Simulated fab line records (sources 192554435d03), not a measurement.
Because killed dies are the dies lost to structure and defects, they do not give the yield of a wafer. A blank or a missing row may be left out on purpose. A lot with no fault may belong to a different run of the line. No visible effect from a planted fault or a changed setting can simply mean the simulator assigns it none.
fab line records	flow n5-finfet
record lots=10	wafers=30	last-day=17
route steps=1938 shown SPACER0@261 SD_EPI_N@281 BEOL_M4@1111 PASSIVATION@1936
lots with no fault: from the same line, run without faults
start-h: the number of hours between the record's first day and the start of the first shown wafer of the lot	wait-h: how many hours have passed since the lot's step before this one	" same as the row above	L1.1+2: a row that stands for several wafers	- no value, or no start was given	* or withheld: withheld	< > ~ a bound
route shown NAME@n: NAME is a module with steps in the file, n the number in the route of the first one	usual: average and standard deviation across the fault-free wafers	same: alike in all rows	chamber/n: place in a boat	sites: per-site readings	_std_site: their standard deviation	_edge_site: inner sites' mean taken away from outer sites' mean	radius-mm: how far each site lies from the wafer's centre	mask NAME#n: copy n	behind: tool/chamber where the wafer was last shaped	hold: why the lot was held/for how many hours/how that ended	device: names the non-switching transistor (n, p or np)	end of line: at the end of the route, the tests of the same wafers	a step without rows: its recipe alone	killed: count of dies lost to structure and defects at first sort (not the wafer's yield)	map: a wafer's dies, x killed, . not, _ none there
set.NAME: the setting as run; set.NAME@STEP: as run at that earlier step	model.NAME: the simulator's own value behind a step, which no gauge read
one table for each step of the route and one row for each wafer, over a sample of lots
services: when a tool's chamber went out of use (start-h, in hours from the record's first day, below 0 if earlier), for how many hours, and the reason
## steps
# step N5_SPACER0_INSPECT_04
# recipe inspect-instrument=darkfield	mode=post-dep
# usual raw-defect-count=144/36
lot.wafer	tool	chamber	start-h	wait-h	raw-defect-count
L630.3	defect-inspect-01	-	55.53	0.1	141
L630.4	"	-	"	"	141
L630.5	"	-	"	"	139
L631.1	defect-inspect-02	-	62.54	0.1	107
L631.2	"	-	"	"	81
L631.4	"	-	"	"	84
L632.2	defect-inspect-02	-	67.22	0.1	154
L632.4	"	-	"	"	142
L632.5	"	-	"	"	186
L636.1	defect-inspect-01	-	93.94	0.1	138
L636.3	"	-	"	"	116
L636.4	"	-	"	"	211
L637.1	defect-inspect-01	-	100.30	0.1	158
L637.4	"	-	"	"	222
L637.6	"	-	"	"	225
L639.2	defect-inspect-02	-	112.36	0.1	96
L639.3	"	-	"	"	73
L639.6	"	-	"	"	114
L648.4	defect-inspect-01	-	163.49	0.1	224
L648.5	"	-	"	"	231
L648.6	"	-	"	"	179
L649.2	defect-inspect-02	-	173.29	0.1	133
L649.5	"	-	"	"	112
L649.6	"	-	"	"	114
L650.1	defect-inspect-02	-	175.82	0.1	134
L650.4	"	-	"	"	153
L650.6	"	-	"	"	152
L652.2	defect-inspect-02	-	186.58	0.1	171
L652.4	"	-	"	"	133
L652.6	"	-	"	"	110
# step N5_SD_EPI_N_SD_RECESS_17
# recipe chemistry=HBr/Cl2/O2	target-depth-a=410	mask-material=SOC	time-s=23.7	bt-time-s=3	pressure-mtorr=10	icp-w=800	bias-w=112	HBr_flow_sccm=150	Cl2_flow_sccm=80	O2_flow_sccm=12
# usual HBr_flow_sccm=150.0/0.38	chamber-pressure-mTorr=10.000/0.0087	drypump-motor-current-A=5.7/0.54	oes-product-au=0.996/0.016	throttle-valve-pct=37.06/0.29
lot.wafer	tool	chamber	start-h	wait-h	HBr_flow_sccm	chamber-pressure-mTorr	drypump-motor-current-A	oes-product-au	rf-hours-counter-h	throttle-valve-pct
L630.3	rie-si-01	0	57.31	0.0	149.4	9.991	5.9	0.989	4	37.70
L630.4	"	2	"	"	150.4	10.005	6.1	1.009	29	36.89
L630.5	"	3	"	"	150.3	9.999	6.2	0.991	-	36.71
L631.1	rie-si-03	1	65.35	0.0	150.3	9.982	5.7	0.985	30	37.16
L631.2	"	2	"	"	150.1	9.991	5.1	0.980	89	36.79
L631.4	"	0	"	"	150.2	10.000	5.3	1.022	186	37.22
L632.2	rie-si-01	3	70.47	0.0	150.2	9.998	6.3	0.990	1	36.71
L632.4	"	0	"	"	149.7	10.006	5.9	0.991	4	37.70
L632.5	"	3	"	"	150.3	10.006	6.2	0.990	-	36.71
L636.1	rie-si-03	2	95.35	0.0	150.4	9.986	5.1	0.987	90	36.80
L636.3	"	1	"	"	149.8	10.004	5.7	0.980	31	37.16
L636.4	"	2	"	"	150.5	10.005	5.1	0.971	-	36.78
L637.1	rie-si-03	2	101.64	0.0	150.0	9.988	5.2	0.977	90	36.78
L637.4	"	3	"	"	150.1	9.988	5.7	1.018	139	36.91
L637.6	"	0	"	"	150.1	9.997	5.3	1.018	-	37.22
L639.2	rie-si-03	3	113.80	0.0	150.1	10.002	5.7	1.026	140	36.90
L639.3	"	1	"	"	150.1	9.996	5.7	0.985	31	37.18
L639.6	"	3	"	"	150.1	9.989	5.7	1.018	-	36.90
L648.4	rie-si-02	1	165.03	0.0	149.9	9.988	4.9	0.979	38	37.38
L648.5	"	3	"	"	149.3	9.983	6.8	0.995	-	36.99
L648.6	"	0	"	"	150.0	10.014	5.4	1.024	-	36.87
L649.2	rie-si-01	2	174.35	0.0	150.3	10.007	6.1	1.003	31	36.88
L649.5	"	2	"	"	149.7	9.997	6.1	1.006	-	36.88
L649.6	"	1	"	"	149.4	9.999	6.1	0.984	-	37.52
L650.1	rie-si-01	3	177.00	0.0	149.6	10.011	6.2	0.987	3	36.72
L650.4	"	1	"	"	150.3	9.981	6.2	0.987	134	37.53
L650.6	"	3	"	"	149.4	9.979	6.2	0.988	-	36.73
L652.2	rie-si-02	3	187.69	0.0	149.5	10.009	6.8	0.991	74	36.99
L652.4	"	2	"	"	149.7	10.005	5.2	0.988	18	36.95
L652.6	"	1	"	"	149.6	9.996	4.9	0.979	-	37.37
# step N5_SD_EPI_N_STRIP_18
# recipe chemistry=SPM	time-s=750	temp-c=130	h2so4-h2o2-vol-ratio=4
# usual bath-guard-temp-C=130.1/0.65	bath-heat-duty-pct=14.8/1.9
lot.wafer	tool	chamber	start-h	wait-h	bath-guard-temp-C	bath-heat-duty-pct
L630.3	wet-bench-01	3	57.53	0.0	129.8	13.3
L630.4	"	7	"	"	129.9	14.9
L630.5	"	0	"	"	130.5	13.7
L631.1	wet-bench-03	4	65.54	0.0	129.9	15.6
L631.2	"	6	"	"	130.7	14.0
L631.4	"	7	"	"	129.9	17.9
L632.2	wet-bench-01	2	70.66	0.0	130.3	13.8
L632.4	"	6	"	"	130.0	14.5
L632.5	"	1	"	"	130.1	14.5
L636.1	wet-bench-06	1	95.54	0.0	129.2	13.1
L636.3	"	0	"	"	130.8	12.6
L636.4	"	5	"	"	129.5	12.6
L637.1	wet-bench-06	2	101.83	0.0	130.0	17.9
L637.4	"	7	"	"	131.4	16.3
L637.6	"	4	"	"	129.7	13.5
L639.2	wet-bench-01	0	113.98	0.0	130.2	15.5
L639.3	"	1	"	"	129.6	13.2
L639.6	"	4	"	"	130.7	16.2
L648.4	wet-bench-01	7	165.22	0.0	-	-
L648.5	"	6	"	"	-	-
L648.6	"	0	"	"	-	-
L649.2	wet-bench-06	2	174.54	0.0	-	-
L649.5	"	0	"	"	-	-
L649.6	"	5	"	"	-	-
L650.1	wet-bench-06	1	177.18	0.0	-	-
L650.4	"	2	"	"	-	-
L650.6	"	3	"	"	-	-
L652.2	wet-bench-03	2	187.88	0.0	128.9	15.7
L652.4	"	1	"	"	130.4	15.5
L652.6	"	7	"	"	129.9	18.1
# step N5_SD_EPI_N_VAPOR_ETCH_50
# recipe chemistry=HCl	target=Si	temp-c=775	time-s=54	pressure-torr=20	mode=isotropic
# usual susceptor-temp-C=775.1/0.31	throttle-valve-pct=12.2/0.32
lot.wafer	tool	chamber	start-h	wait-h	susceptor-temp-C	throttle-valve-pct
L630.3	epi-rpcvd-02	0	58.21	0.2	775.3	12.6
L630.4	"	0	"	"	775.2	12.4
L630.5	"	0	"	"	775.0	12.4
L631.1	epi-rpcvd-04	0	66.28	0.4	774.8	11.8
L631.2	"	0	"	"	775.1	11.5
L631.4	"	0	"	"	775.0	11.6
L632.2	epi-rpcvd-04	0	71.43	0.4	775.4	11.7
L632.4	"	0	"	"	774.8	11.9
L632.5	"	0	"	"	775.0	11.9
L636.1	epi-rpcvd-04	0	96.28	0.4	775.3	11.6
L636.3	"	0	"	"	774.5	11.6
L636.4	"	0	"	"	774.9	11.6
L637.1	epi-rpcvd-02	0	102.45	0.3	774.9	12.4
L637.4	"	0	"	"	774.8	12.4
L637.6	"	0	"	"	775.1	12.1
L639.2	epi-rpcvd-02	0	114.63	0.3	774.9	12.3
L639.3	"	0	"	"	775.0	12.4
L639.6	"	0	"	"	775.0	12.5
L648.4	epi-rpcvd-02	0	165.95	0.2	774.9	12.4
L648.5	"	0	"	"	775.3	12.4
L648.6	"	0	"	"	775.0	12.6
L649.2	epi-rpcvd-02	0	175.19	0.3	774.9	12.4
L649.5	"	0	"	"	774.9	12.4
L649.6	"	0	"	"	775.5	12.0
L650.1	epi-rpcvd-03	0	177.92	0.4	775.2	12.4
L650.4	"	0	"	"	775.5	12.4
L650.6	"	0	"	"	775.3	12.1
L652.2	epi-rpcvd-04	0	188.53	0.3	774.7	12.0
L652.4	"	0	"	"	775.0	11.7
L652.6	"	0	"	"	774.6	11.7
# step N5_BEOL_M4_RC_MEAS_101
# usual DIBL_N=36.4/1.6	DIBL_P=35.9/2	IOFF_N=0.152/0.03	IOFF_P=0.20/0.032	ION_N=670/12	ION_P=459/7.3	SS_N=71.6/0.55	SS_P=73.2/0.69	VT_N=251/3.5	VT_P=-252/3.2
lot.wafer	tool	chamber	start-h	wait-h	DIBL_N[mV/V]	DIBL_P[mV/V]	IOFF_N[nA/um]	IOFF_P[nA/um]	ION_N[uA/um]	ION_P[uA/um]	SS_N[mV/dec]	SS_P[mV/dec]	VT_N[mV]	VT_P[mV]
L630.3	prober-01	0	171.84	0.3	36.7	33.8	0.139	0.18	656	449	71.5	72.7	254	-253
L630.4	"	0	"	"	36.5	35.5	0.153	0.22	675	461	70.7	72.4	249	-250
L630.5	"	0	"	"	37.9	37.1	0.177	0.24	671	466	71.4	73.3	248	-248
L631.1	prober-02	0	173.30	0.0	38.9	38.1	0.199	0.26	689	468	71.2	73.4	245	-249
L631.2	"	0	"	"	41.3	39.3	0.236	0.28	693	476	71.6	74.2	246	-244
L631.4	"	0	"	"	37.0	35.2	0.152	0.21	676	465	70.1	72.7	252	-249
L632.2	prober-01	0	190.88	0.2	36.8	34.9	0.133	0.21	655	459	71.6	73.7	252	-252
L632.4	"	0	"	"	39.9	38.3	0.198	0.25	687	467	72.0	73.9	247	-249
L632.5	"	0	"	"	39.2	38.4	0.181	0.25	683	464	71.8	73.7	248	-252
L636.1	prober-01	0	224.37	0.0	34.1	33.3	0.108	0.13	658	448	70.8	72.8	258	-261
L636.3	"	0	"	"	38.1	39.7	0.193	0.22	688	467	71.8	74.8	247	-251
L636.4	"	0	"	"	35.6	35.3	0.132	0.16	674	458	71.5	73.4	253	-253
L637.1	prober-02	0	224.57	0.0	36.9	34.1	0.151	0.18	681	453	72.2	73.2	251	-255
L637.4	"	0	"	"	36.9	34.5	0.152	0.19	680	468	71.7	73.0	251	-255
L637.6	"	0	"	"	36.3	34.2	0.139	0.19	669	464	71.5	73.0	251	-251
L639.2	prober-01	0	232.05	0.2	38.4	38.2	0.192	0.23	686	466	72.0	73.5	248	-249
L639.3	"	0	"	"	35.7	35.4	0.151	0.20	686	472	72.2	73.9	253	-250
L639.6	"	0	"	"	38.5	37.9	0.189	0.23	682	467	72.3	73.2	249	-250
L648.4	prober-01	0	285.52	0.5	36.0	36.9	0.172	0.20	681	468	72.0	73.3	247	-250
L648.5	"	0	"	"	36.4	37.4	0.175	0.21	680	466	71.5	73.0	249	-248
L648.6	"	0	"	"	37.2	37.1	0.193	0.21	684	462	72.3	73.7	248	-247
L650.1	prober-01	0	304.86	0.0	35.5	34.9	0.136	0.17	653	444	71.0	72.5	253	-254
L650.4	"	0	"	"	37.1	37.8	0.177	0.21	669	451	71.6	73.4	249	-251
L650.6	"	0	"	"	37.3	36.7	0.158	0.20	661	451	71.6	72.5	251	-252
L649.2	prober-02	0	306.21	0.2	35.5	34.6	0.143	0.17	661	452	71.1	73.7	252	-251
L649.5	"	0	"	"	33.3	32.0	0.106	0.14	646	449	71.1	71.9	258	-256
L649.6	"	0	"	"	32.5	31.6	0.095	0.14	644	448	70.4	72.4	255	-253
L652.2	prober-01	0	306.85	0.2	35.6	34.2	0.128	0.16	659	445	71.3	73.0	255	-257
L652.4	"	0	"	"	35.7	34.9	0.124	0.16	668	458	71.0	73.4	254	-258
L652.6	"	0	"	"	34.8	32.8	0.117	0.14	654	447	71.2	72.5	256	-261
# step N5_PASSIVATION_PROBE_49
# usual defect-limited-yield=91.7/1.2	killed_at_M0_to_M3=33/9.5	killed_at_M4_up=13/4.9	killed-at-contacts=13/6.6	killed-at-front-end=36/11	killed-at-other=3.0/2.6	killed-dies=97/14	killed-open=65/11	killed-short=31/6.6	sort_bin_5_function=4.8/0.82	sort_bin_6_memory=3.1/0.58	sort_bin_8_speed=0.00/0.02	sort-n-pass=1083/14	sort-yield-pct=91.7/1.2
# same gross-dies=1180	killed-at-back-side=0	sort_bin_4_leakage[%]=0
lot.wafer	tool	chamber	start-h	wait-h	defect-limited-yield[%]	killed_at_M0_to_M3	killed_at_M4_up	killed-at-contacts	killed-at-front-end	killed-at-other	killed-dies	killed-open	killed-short	sort_bin_5_function[%]	sort_bin_6_memory[%]	sort_bin_8_speed[%]	sort-n-pass	sort-yield-pct[%]
L639.2	prober-01	-	346.20	0.1	92.2	43	9	5	35	0	92	63	28	4.7	3.0	0	1088	92.2
L639.3	prober-01	-	346.25	0.1	92.3	28	8	13	40	2	91	55	33	4.5	2.7	0.08	1089	92.3
L639.6	prober-01	-	346.40	0.3	92.0	33	11	13	34	3	94	68	23	5.2	2.6	0	1086	92.0
# killed by level:class
L639.2 STI_FIN_REVEAL:geometric-particle:open=12 FIN_SAQP:geometric-particle:open=10 BEOL_M1:geometric-particle:open=9 BEOL_M0_SAQP:geometric-particle:short=8 BEOL_M0_SAQP:geometric-particle:open=6 BEOL_M2:geometric-particle:open=6 BEOL_M1:geometric-particle:short=5 BEOL_M3:geometric-particle:open=5
L639.3 BEOL_M1:geometric-particle:open=10 FIN_SAQP:geometric-particle:open=8 STI_FIN_REVEAL:geometric-particle:open=7 MOL_CONTACT_COAG:geometric-particle:open=7 BEOL_M3:geometric-particle:open=7 MOL_CONTACT_COAG:geometric-particle:short=5 FIN_SAQP:geometric-particle:short=4 DUMMY_GATE:geometric-particle:open=4
L639.6 MOL_CONTACT_COAG:geometric-particle:open=13 FIN_SAQP:geometric-particle:open=9 BEOL_M4:geometric-particle:open=6 BEOL_M1:geometric-particle:open=6 BEOL_M3:geometric-particle:open=6 FIN_SAQP:geometric-particle:short=5 STI_FIN_REVEAL:geometric-particle:open=5 DUMMY_GATE:geometric-particle:open=4
## services
tool	chamber	start-h	hours	kind
rie-si-03	3	91.99	4.0	repair
rie-si-02	-	95.70	0.5	repair
wet-bench-03	-	114.11	1.9	pm
epi-rpcvd-04	-	149.03	0.8	repair
## key
first-sign step=N5_SD_EPI_N_STRIP_18	reading=tool-record	direction=missing
effect none on later readings
met-at N5_SD_EPI_N_STRIP_18
struck-lots L648,L649,L650
not-acting-at N5_SPACER0_INSPECT_04,N5_SD_EPI_N_SD_RECESS_17,N5_SD_EPI_N_VAPOR_ETCH_50
onset-between 113.98 165.22
fault kind=skipped-step-whole	tool=wet-bench-01,wet-bench-06	chamber=-	onset-h=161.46	steps=N5_SD_EPI_N_STRIP_18	scope=struck-lots-only
